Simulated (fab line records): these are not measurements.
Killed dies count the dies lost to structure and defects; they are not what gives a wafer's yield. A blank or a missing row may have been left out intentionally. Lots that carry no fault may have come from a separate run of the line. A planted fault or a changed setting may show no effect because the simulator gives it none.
Commonality check across tools + flow nand harc + 10 lots and 28 wafers in the sample

REASON IT WAS OPENED
Flagged at NHARC_A_CHANNEL_HOLE_D1_CD_MEAS_10: reading cd nm, on 2 of 10 lots. Wafers without a fault read 100.0 nm, standard deviation 0.4.
Rule: a lot is flagged when every wafer of it that has a number lies more than 4 standard deviations from that mean, or none has a number. The other lots count as sound.

| lot  | measured     | on        | cd nm (nm), wafer by wafer | flag    |
|------|--------------|-----------|----------------------------|---------|
| L424 | day 8 14:02  | cd sem-03 | 99.9 100.0 99.5            |         |
| L426 | day 8 21:10  | cd sem-02 | 100.2 100.2 99.8           |         |
| L427 | day 9 06:16  | cd sem-01 | 100.2 99.3 99.9            |         |
| L429 | day 9 10:22  | cd sem-03 | 100.0 100.3 100.2          |         |
| L431 | day 9 20:52  | cd sem-02 | 100.6 100.2 100.2          |         |
| L432 | day 10 11:08 | cd sem-03 | 112.6 112.5                | FLAGGED |
| L437 | day 11 10:16 | cd sem-01 | 100.0 100.0 99.7           |         |
| L436 | day 11 11:10 | cd sem-02 | 109.9 110.3                | FLAGGED |
| L439 | day 12 03:37 | cd sem-02 | 100.8 100.4 100.7          |         |
| L446 | day 13 08:11 | cd sem-01 | 99.8 99.8 99.6             |         |
The mean of the flagged lots' numbers is 111.3 nm, +11.3 nm from the usual (+28 standard deviations).

EACH LOT AND THE TOOL IT RAN ON
2 process steps preceding the reading are held in the record, out of 1159 steps in the route. Read each cell as the tool, then ch plus the chambers that the sampled wafers visited, then the start.
| lot  | flag    | NHARC_A_CHANNEL_HOLE_D1_DEP_01  | NHARC_A_CHANNEL_HOLE_D1_PEB_08    |
|------|---------|---------------------------------|-----------------------------------|
| L424 |         | pecvd-04 ch 0,2, day 8 13:20    | litho track-06 ch 0, day 8 13:57  |
| L426 |         | pecvd-01 ch 0,1,2, day 8 20:28  | litho track-04 ch 0, day 8 21:05  |
| L427 |         | pecvd-02 ch 1,2, day 9 05:33    | litho track-06 ch 0, day 9 06:11  |
| L429 |         | pecvd-02 ch 0,2, day 9 09:38    | litho track-01 ch 0, day 9 10:17  |
| L431 |         | pecvd-02 ch 0,2, day 9 20:08    | litho track-06 ch 0, day 9 20:47  |
| L432 | FLAGGED | pecvd-02 ch 1,2, day 10 10:32   | litho track-06 ch 0, day 10 11:04 |
| L437 |         | pecvd-04 ch 0,1,2, day 11 09:33 | litho track-04 ch 0, day 11 10:11 |
| L436 | FLAGGED | pecvd-01 ch 0, day 11 10:28     | litho track-06 ch 0, day 11 11:05 |
| L439 |         | pecvd-04 ch 0,1, day 12 03:02   | litho track-04 ch 0, day 12 03:32 |
| L446 |         | pecvd-01 ch 0,1,2, day 13 07:28 | litho track-04 ch 0, day 13 08:07 |
What the steps here do:
- NHARC_A_CHANNEL_HOLE_D1_DEP_01: deposits SiON, target thk 140 nm.
- NHARC_A_CHANNEL_HOLE_D1_PEB_08: peb time 65 s.
- NHARC_A_CHANNEL_HOLE_D1_CD_MEAS_10: target cd 100 nm.

FLAGGED AGAINST TOTAL, ONE TOOL AT A TIME (gauges that did the reading follow at the end)
| step                               | tool           | lots run | flagged | share of the flagged lots | sound lots run after its first flagged lot |
|------------------------------------|----------------|----------|---------|---------------------------|--------------------------------------------|
| NHARC_A_CHANNEL_HOLE_D1_DEP_01     | pecvd-01       | 3        | 1       | some                      | 1 (L446)                                   |
| NHARC_A_CHANNEL_HOLE_D1_DEP_01     | pecvd-02       | 4        | 1       | some                      | 0                                          |
| NHARC_A_CHANNEL_HOLE_D1_DEP_01     | pecvd-04       | 3        | 0       | none                      | -                                          |
| NHARC_A_CHANNEL_HOLE_D1_PEB_08     | litho track-01 | 1        | 0       | none                      | -                                          |
| NHARC_A_CHANNEL_HOLE_D1_PEB_08     | litho track-04 | 4        | 0       | none                      | -                                          |
| NHARC_A_CHANNEL_HOLE_D1_PEB_08     | litho track-06 | 5        | 2       | all                       | 0                                          |
| NHARC_A_CHANNEL_HOLE_D1_CD_MEAS_10 | cd sem-01      | 3        | 0       | none                      | -                                          |
| NHARC_A_CHANNEL_HOLE_D1_CD_MEAS_10 | cd sem-02      | 4        | 1       | some                      | 1 (L439)                                   |
| NHARC_A_CHANNEL_HOLE_D1_CD_MEAS_10 | cd sem-03      | 3        | 1       | some                      | 0                                          |

THE TABLE: WHAT IT ALLOWS
All flagged lots share 1 row of the table, namely litho track-06 at NHARC_A_CHANNEL_HOLE_D1_PEB_08.
- litho track-06 at NHARC_A_CHANNEL_HOLE_D1_PEB_08: 2 of its 5 lots flagged. It ran its last sound lot, L431, at day 9 20:47 and its first flagged lot, L432, at day 10 11:04: a fault with its onset between the two fits.
One tool is left: litho track-06 at NHARC_A_CHANNEL_HOLE_D1_PEB_08.

WHAT THE SIMULATOR HAD PUT IN
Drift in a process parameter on litho track-06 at NHARC_A_CHANNEL_HOLE_D1_PEB_08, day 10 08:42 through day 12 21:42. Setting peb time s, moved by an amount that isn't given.
Lots struck among those shown: L432, L436. This agrees with what the rule above found.
